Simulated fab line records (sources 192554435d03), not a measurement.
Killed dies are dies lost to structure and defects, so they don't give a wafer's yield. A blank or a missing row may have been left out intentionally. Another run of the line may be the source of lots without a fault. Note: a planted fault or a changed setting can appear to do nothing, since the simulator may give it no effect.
Problem report, 8D (eight disciplines) form, completed by code / flow n5 finfet / the parts of the form that need people (team, actions taken, sign-off) are left out

## 1. WHAT WENT WRONG
Mean V11_OVL at N5_BEOL_M12_OVL_MEAS_11: 36 nm over 9 wafers in 3 lots; fault-free wafers: 1 nm, standard deviation 5.4. That is +6.5 standard deviations from the usual mean.
Earliest sighting: wafer L361.2 on overlay-02 at day 14 14:49. The record has a number at this step for 30 wafers belonging to 10 lots. By rule, "out" or "out of limits" means more than 4 standard deviations away from the usual mean. All remaining wafers that have a number are taken as sound.

## 2. WHAT IT IS, AND WHAT IT ISN'T
question=which readings at this step | is=V11_OVL | is not=-
question=which lots | is=L361, L363, L365 | is not=L350, L351, L354, L367, L368, L370, L371
question=which wafers of those lots | is=all that have a number | is not=-
question=read on which gauges | is=overlay-01, overlay-02 | is not=-
question=when | is=from day 14 14:49 | is not=up to then (9 sound wafers); but 12 sound wafers of L367, L368, L370, L371 came after

## 3. WHAT RULES OUT EACH SUSPECT
Counting: a tool at any process step up to the reading remains a suspect when it ran all the lots that are out and ran no sound lot after the first of those.
- ruled out: the gauge at N5_BEOL_M12_OVL_MEAS_11. 2 gauges (overlay-01, overlay-02) read the wafers that are out.
- pvd sputter-02 at N5_BEOL_M11_DEGAS_44 (time 60 s): kept. It ran every lot that is out, first L361 (day 14 12:30), and no sound lot after that.
- pvd sputter-03 at N5_BEOL_M11_SPUTTER_48 (material Cu, target thk 12 nm, time 2 s): ruled out as a lasting fault. Sound lots L368, L370 ran on it after its first lot that is out, L361 (day 14 13:20).
- krf scanner-02 at N5_BEOL_M12_EXPOSE_07 (exposes mask V11): kept. All lots that are out passed through it, beginning with L361 at day 14 14:37, and no sound lot followed; its final sound lot before that point was L354 at day 13 01:11.
Left after counting: pvd sputter-02 at N5_BEOL_M11_DEGAS_44, krf scanner-02 at N5_BEOL_M12_EXPOSE_07.

## 4. THE CAUSE (what the simulator had put in)
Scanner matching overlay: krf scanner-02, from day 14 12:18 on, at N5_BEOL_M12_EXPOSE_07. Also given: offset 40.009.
2 suspects survive the count, and this tool is in that group.

## 5. SEQUENCE OF EFFECTS, ordered by route
Each row: a reading where the mean over the struck wafers with a number is more than 3 standard deviations away from the usual. Only readings whose record carries a usual standard deviation are examined. hours: median over the lots of the time between each lot's start at the first step of this table that gives one and its start at this step. sigmas: the change, counted in usual standard deviations.
hours=0; step=N5_BEOL_M12_OVL_MEAS_11; reading=V11_OVL; usual=1 nm; on struck wafers=36; change=+35; sigmas=+6.5
hours=41; step=N5_PASSIVATION_PROBE_49; reading=defect limited yield; usual=91.4 %; on struck wafers=39.5; change=-51.9; sigmas=-35
hours=41; step=N5_PASSIVATION_PROBE_49; reading=killed_at_M4_up; usual=13; on struck wafers=619; change=+606; sigmas=+99 or more
hours=41; step=N5_PASSIVATION_PROBE_49; reading=killed dies; usual=101; on struck wafers=714; change=+613; sigmas=+34
hours=41; step=N5_PASSIVATION_PROBE_49; reading=killed on rim; usual=13; on struck wafers=95; change=+82; sigmas=+20
hours=41; step=N5_PASSIVATION_PROBE_49; reading=sort_bin_5_function; usual=5.0 %; on struck wafers=30.8; change=+25.8; sigmas=+26
hours=41; step=N5_PASSIVATION_PROBE_49; reading=sort n pass; usual=1079; on struck wafers=466; change=-613; sigmas=-34
hours=41; step=N5_PASSIVATION_PROBE_49; reading=sort yield pct; usual=91.4 %; on struck wafers=39.5; change=-51.9; sigmas=-35
Its process steps:
- N5_PASSIVATION_PROBE_49

## 6. HOW IT WOULD HAVE BEEN CAUGHT EARLIER
Counted from the fault's start at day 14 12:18, it took 3 hours until the first out-of-limits reading at a measuring or inspecting step in this record, taken at day 14 14:49.
Among the 3 lots that are out, L363, L365 began N5_BEOL_M12_EXPOSE_07 on krf scanner-02 after day 14 14:49. A hold on the tool at that time would have spared those 2.
